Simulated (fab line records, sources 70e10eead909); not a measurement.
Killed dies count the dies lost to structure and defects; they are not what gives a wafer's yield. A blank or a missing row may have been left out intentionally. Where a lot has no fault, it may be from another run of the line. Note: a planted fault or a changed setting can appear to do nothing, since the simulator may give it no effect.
Which tool is to blame? -- flow nand_harc -- 12 lots, 36 wafers sampled, at 1 step of a route of 1302

== WHAT THE GAUGES READ, wafer by wafer ==
NHARC_A_DECK1_JOINT_THK_MEAS_17: measures by ellipsometry.
lot,measured,on,thk_nm (nm)
L075,day 12 17:24,film_metro-01,44.0 44.6 47.4
L076,day 13 13:01,film_metro-02,45.5 42.7 45.4
L078,day 14 11:00,film_metro-02,46.2 45.4 46.0
L081,day 15 02:11,film_metro-01,44.6 45.3 45.0
L083,day 16 02:10,film_metro-01,46.2 45.9 45.7
L085,day 17 03:03,film_metro-01,44.9 45.9 45.7
L086,day 17 13:16,film_metro-01,44.6 45.2 46.8
L089,day 18 16:55,film_metro-02,44.0 44.5 43.3
L090,day 19 09:17,film_metro-01,43.9 43.6 45.0
L093,day 20 12:17,film_metro-01,44.3 46.5 45.3
L094,day 21 04:19,film_metro-01,46.4 46.6 47.2
L097,day 22 02:32,film_metro-01,46.0 45.7 45.5

== EACH LOT AND THE TOOL THAT RAN IT (in order: tool; ch and the chambers of the sampled wafers; start) ==
No process step before these readings appears in the record.

== THE ANSWER, worked out from the rows above alone ==
Rule: the lots themselves supply what counts as usual. The widest of any qualifying gaps counts: lots, ordered by their means at a reading, are off when they make up no more than a third of the lots, leave a main group of 4 or more, and stand apart from it by 3 or more times the standard deviation of that group's means. If all means in a main group match to the digits the tables above print for the reading, that group is not used. Also off: a lot with no number at a reading for which 4 or more lots have one. The other lots that the step has rows for count as sound.
No lot is off on any of the readings shown, so nothing can be concluded from this.

== WHAT HAD BEEN PUT IN BY THE SIMULATOR ==
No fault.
